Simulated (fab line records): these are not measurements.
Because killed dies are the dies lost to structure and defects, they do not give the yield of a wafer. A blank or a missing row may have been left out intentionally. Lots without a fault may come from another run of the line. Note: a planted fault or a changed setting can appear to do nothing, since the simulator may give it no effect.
Struck lot and sound lot, side by side -- flow n5 finfet -- 45 out of 1938 route steps
Sound: these wafers, L434.1, L434.2, L434.6. Struck: wafers L444.1, L444.4 (left out: L444.5, a lot-mate that was not struck); the cause follows at the end.
Order at every step that has rows: each side's tool, ch and its chambers, its first start. Under that, the readings that differ: sound wafers -- struck wafers -- difference of the means -- sigmas: that difference in standard deviations of wafers without a fault.
alike: readings whose means differ by less than 2 such deviations, and words and numbers that are the same on both sides. not compared: withheld readings, readings that some wafer has no value for, bounds like >300 that may hide the same value, and numbers for which the record gives no deviation and whose values overlap.
Wherever a step has rows on one side only, a row that says differs or no value, or a row with sigmas, the two part there. Numbers that don't overlap but have no deviation are shown without sigmas and don't part them. A reading that every wafer of one side lacks parts them only if that side has two wafers or more.

first, 2 steps without rows for these wafers: N5_BEOL_M12_PRE_CLEAN_42 (time 30 s); N5_BEOL_M12_SPUTTER_43 (material TaN, target thk 15 nm, time 24.19 s).
N5_BEOL_M12_SPUTTER_44: material Ta, target thk 10 nm, time 16.13 s.
  sound: pvd sputter-03 at day 12 12:01; struck: pvd sputter-02 at day 15 01:34
  alike: throttle valve pct
N5_BEOL_M12_SPUTTER_45: material Cu, target thk 80 nm, time 13.33 s.
  sound: pvd sputter-03 at day 12 12:05; struck: pvd sputter-02 at day 15 01:39
  alike: throttle valve pct
then, 3 steps without rows for these wafers: N5_BEOL_M12_ECD_47 (material Cu, target thk 720 nm); N5_BEOL_M12_ANNEAL_48 (time 90 s); N5_BEOL_M12_CMP_49 (polishes, stops on SiOC, t overpolish 20.6 s, target thk 320 nm).
N5_BEOL_M12_THK_MEAS_50: measures by xrf.
  sound: film metro-01 at day 12 12:57; struck: film metro-01 at day 15 02:30
  alike: M12_THK
then, 2 steps without rows for these wafers: N5_BEOL_M12_PRE_CLEAN_52 (time 15 s); N5_BEOL_M12_DEP_53 (deposits SiCN from 3MS/NH3, target thk 30 nm, time 10.5 s).
N5_BEOL_M12_RS_MEAS_54: uses a four-point probe to measure.
  sound: film metro-02 at day 12 13:04; struck: film metro-02 at day 15 02:38
  alike: M12_RS
N5_BEOL_M12_INSPECT_55: inspects for defects (darkfield).
  sound: defect inspect-02 at day 12 13:06; struck: defect inspect-01 at day 15 02:39
  alike: raw defect count
N5_BEOL_M13_ILD_DEP_00: deposits SiOC from DEMS/O2, target thk 837.92 nm, time 166.4 s.
  sound on pecvd-01 ch 0,1,2, day 12 13:08; struck on pecvd-03 ch 2, day 15 02:41
  alike: heater power w, rf fwd power W, showerhead plenum p Torr, throttle valve pct
N5_BEOL_M13_THK_MEAS_01:
  sound: film metro-02 at day 12 13:17; struck: film metro-02 at day 15 02:50
reading,sound,struck,difference,sigmas
M13_ILD_THK (nm),828 829 839,653 663,-174,-18
then, 8 steps without rows for these wafers: N5_BEOL_M13_COAT_58 (time 60 s, resist thk 89 nm); N5_BEOL_M13_COAT_04 (resist thk 400 nm); N5_BEOL_M13_EBR_06; N5_BEOL_M13_SOFTBAKE_05 (time 60 s); N5_BEOL_M13_EXPOSE_07 (exposes mask V12); N5_BEOL_M13_PEB_08 (peb time 90 s); N5_BEOL_M13_DEVELOP_09 (develop time 45 s); N5_BEOL_M13_HARDBAKE_14 (time 120 s).
N5_BEOL_M13_CD_MEAS_10: target cd 190 nm.
  sound on cd sem-02 ch 0, day 12 13:35; struck on cd sem-01 ch 0, day 15 03:16
  alike: cd nm
N5_BEOL_M13_OVL_MEAS_11:
  sound on overlay-02 ch 0, day 12 13:37; struck on overlay-02 ch 0, day 15 03:18
  alike: V12_OVL
N5_BEOL_M13_INSPECT_12: inspects for defects (macro).
  sound: defect inspect-02 at day 12 13:38; struck: defect inspect-01 at day 15 03:19
  alike: raw defect count
then, 2 steps without rows for these wafers: N5_BEOL_M13_DESCUM_15 (chemistry O2, time 7.9 s); N5_BEOL_M13_ETCH_59 (etches BARC in N2/H2, target depth 89 nm, overetch 26.7 nm, time 67.9 s).
N5_BEOL_M13_VIA_ETCH_16: etches SiOC in C4F8/O2/Ar, target depth 921.7 nm.
  sound on rie diel-01 ch 0,3, day 12 13:46; struck on rie diel-01 ch 1,2, day 15 03:39
reading,sound,struck,difference,sigmas
rf vpp V (V),666.7 670.8 671.1,661.1 664.9,-6.5,-2
showerhead plenum p Torr (Torr),3.47 3.60 3.60,3.29 3.40,-0.21,-2
  alike: C4F8_flow_sccm, drypump motor current A, oes product au, rf fwd power W, throttle valve pct
N5_BEOL_M13_STRIP_63: strips in N2/H2.
  sound on plasma asher-02 ch 0,1, day 12 14:00; struck on plasma asher-01 ch 0,1, day 15 03:53
  alike: drypump motor current A, h2 flow sccm, heater power w, oes product au, strip time to endpoint s
  not compared: rf hours counter h
N5_BEOL_M13_STRIP_64: strips in N2/H2.
  sound on plasma asher-02 ch 0,1, day 12 14:04; struck on plasma asher-01 ch 0,1, day 15 03:57
  alike: drypump motor current A, h2 flow sccm, heater power w, oes product au, strip time to endpoint s
  not compared: rf hours counter h
then, 2 steps without rows for these wafers: N5_BEOL_M13_STRIP_71 (strips in post etch residue remover, time 60 s); N5_BEOL_M13_SRD_72 (time 30 s, dry time 30 s).
N5_BEOL_M13_CD_MEAS_17: target cd 190 nm.
  sound: cd sem-03 at day 12 14:13; struck: cd sem-03 at day 15 04:06
  alike: cd nm
then, 9 steps without rows for these wafers: N5_BEOL_M13_COAT_65 (time 60 s, resist thk 350 nm); N5_BEOL_M13_COAT_66 (time 60 s, resist thk 110 nm); N5_BEOL_M13_COAT_22 (resist thk 300 nm); N5_BEOL_M13_EBR_24; N5_BEOL_M13_SOFTBAKE_23 (time 60 s); N5_BEOL_M13_EXPOSE_25 (exposes mask M13, target cd 210 nm); N5_BEOL_M13_PEB_26 (peb time 90 s); N5_BEOL_M13_DEVELOP_27 (develop time 45 s); N5_BEOL_M13_HARDBAKE_32 (time 120 s).
N5_BEOL_M13_OCD_MEAS_35:
  sound: ocd-02 at day 12 15:13; struck: ocd-01 at day 15 05:46
reading,sound,struck,difference,sigmas
trench depth nm (nm),416 414 413,182 185,-231,-50
N5_BEOL_M13_THK_MEAS_50: measures by xrf.
  sound: film metro-01 at day 12 16:53; struck: film metro-01 at day 15 09:26
reading,sound,struck,difference,sigmas
M13_THK (nm),429 428 428,- -,no value on the struck wafers,
N5_BEOL_M13_RS_MEAS_54: uses a four-point probe to measure.
  sound: film metro-01 at day 12 17:01; struck: film metro-02 at day 15 09:35
reading,sound,struck,difference,sigmas
M13_RS (ohm/sq),0.0448 0.0450 0.0451,- -,no value on the struck wafers,

== WHERE THEY PART ==
Last at N5_BEOL_M13_RS_MEAS_54 as far as this record goes, first at N5_BEOL_M13_THK_MEAS_01.

WHY: what the simulator had put in
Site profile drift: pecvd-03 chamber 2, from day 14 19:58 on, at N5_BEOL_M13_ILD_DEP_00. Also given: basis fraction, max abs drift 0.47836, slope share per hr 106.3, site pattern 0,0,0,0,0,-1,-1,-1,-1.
